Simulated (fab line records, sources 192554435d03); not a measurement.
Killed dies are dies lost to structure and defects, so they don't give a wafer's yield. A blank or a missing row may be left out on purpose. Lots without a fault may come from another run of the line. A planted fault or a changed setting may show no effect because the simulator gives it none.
Which tool did it? | flow n5_finfet | 10 lots, 29 wafers sampled, at 1 step of a route of 1938

WHAT THE GAUGES READ, wafer by wafer
N5_BEOL_M4_RC_MEAS_101.
lot  | measured     | on        | DIBL_N (mV/V)
L190 | day 9 17:16  | prober-01 | 37.6 35.8 35.0
L192 | day 10 02:59 | prober-01 | 36.7 36.5 37.5
L188 | day 10 05:23 | prober-01 | 33.9 35.8 33.8
L193 | day 10 16:30 | prober-02 | 36.3 35.1 37.4
L195 | day 11 12:28 | prober-01 | 36.8 36.9 37.2
L196 | day 11 14:42 | prober-01 | 38.7 38.2
L203 | day 13 18:07 | prober-02 | 34.7 33.1 35.3
L207 | day 14 05:22 | prober-02 | 34.3 34.8 33.7
L206 | day 14 11:29 | prober-02 | 34.9 37.0 37.3
L210 | day 15 18:29 | prober-02 | 35.4 34.7 40.7

WHICH TOOL RAN EACH LOT (tool, then ch and the chambers of the sampled wafers, then the start)
The record holds no process step before these readings.

THE ANSWER, worked out from the rows above alone
Rule: what is usual is taken from the lots themselves. Put in order of their means at a reading, lots are off if they are a third of the lots or fewer, leave a main group of 4 or more, and stand apart from it by a gap of 3 or more times the standard deviation of the main group's means; of several such gaps the widest counts. A main group whose means are all the same, to the digits that the tables above print for the reading, isn't used. A lot without any number at a reading at which 4 lots or more have one is off too. The other lots that the step has rows for count as sound.
No lot is off at any reading shown: from this, nothing can be told.

WHAT THE SIMULATOR HAD PUT IN
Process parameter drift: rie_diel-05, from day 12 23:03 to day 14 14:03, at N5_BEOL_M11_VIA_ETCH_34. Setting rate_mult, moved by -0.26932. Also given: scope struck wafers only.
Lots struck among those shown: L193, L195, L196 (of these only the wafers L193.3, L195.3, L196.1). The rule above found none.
